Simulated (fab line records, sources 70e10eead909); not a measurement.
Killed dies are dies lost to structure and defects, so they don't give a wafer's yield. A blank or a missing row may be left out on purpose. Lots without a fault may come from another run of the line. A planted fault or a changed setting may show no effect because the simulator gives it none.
Problem report in the 8D (eight disciplines) form, filled by code | flow nand_harc | the parts of the form that need people (team, actions taken, sign-off) are left out

1. THE PROBLEM
raw_defect_count at NHARC_P_GATE_INSPECT_28 reads a mean of 1442 on 6 wafers of 2 lots; wafers without a fault read 6 with a standard deviation of 3.1. That is +99 or more standard deviations from the usual mean.
First seen on wafer L781.3, day 6 22:41, on defect_inspect-01. The record holds 33 wafers of 11 lots with a number at this step. Rule for "out", or "out of limits": more than 4 standard deviations from the usual mean. The other wafers with a number count as sound.

2. WHAT IT IS AND WHAT IT IS NOT
question                    | is                     | is not
which readings at this step | raw_defect_count       | -
which lots                  | L781, L784             | L774, L775, L776, L779, L783, L792, L794, L795, L796
which wafers of those lots  | all that have a number | -
read on which gauges        | defect_inspect-01      | defect_inspect-02
when                        | from day 6 22:41       | up to then (12 sound wafers); but 15 sound wafers of L783, L792, L794, L795, L796 came after

3. SUSPECTS, AND WHAT RULES EACH OUT
Counting: a tool at a process step up to the reading stays a suspect if it ran every lot that is out and no sound lot after the first of them.
- the gauge at NHARC_P_GATE_INSPECT_28: ruled out. All the wafers that are out were read on defect_inspect-01, but those of them that NHARC_END_SORT_01 has rows for are out there too, on other tools.
- acl_dep-03 at NHARC_P_GATE_HM_DEP_102 (deposits aC, target thk 120 nm): ruled out as a lasting fault. Sound lots L794, L795 ran on it after its first lot that is out, L781 (day 6 21:17).
Left after counting: nothing in the record.

4. THE CAUSE (what the simulator had put in)
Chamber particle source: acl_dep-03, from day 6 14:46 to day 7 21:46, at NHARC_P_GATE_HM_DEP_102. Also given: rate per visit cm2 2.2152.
Counting ruled it out, wrongly: the rule takes a fault to strike every lot that its tool runs from its start on, and this one did not.

5. THE CHAIN OF EFFECTS, in route order
Each row: a reading whose mean over the struck wafers that have a number lies more than 3 standard deviations from the usual. Only readings for which the record gives a usual standard deviation are gone through. hours: the time from each lot's start at the first step in this table that gives one to its start at this step, as a median over the lots. sigmas: the change in usual standard deviations.
hours | step                    | reading             | usual | on struck wafers | change | sigmas
0     | NHARC_P_GATE_INSPECT_28 | raw_defect_count    | 6     | 1442             | +1436  | +99 or more
19    | NHARC_P_GATE_INSPECT_68 | raw_defect_count    | 177   | 1602             | +1425  | +20
381   | NHARC_END_SORT_01       | killed_at_periphery | 3.5   | 94.3             | +90.8  | +38
381   | NHARC_END_SORT_01       | killed_dies         | 31    | 125              | +94    | +9.8

6. WHAT WOULD HAVE CAUGHT IT SOONER
In this record the first reading out of limits at a measuring or inspecting step was taken at day 6 22:41, 8 hours after the fault began at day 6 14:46.
Of the tool readings at NHARC_P_GATE_HM_DEP_102 for which the record gives a usual standard deviation, none was out on any struck wafer, so an alarm limit of 4 standard deviations on them would not have fired.
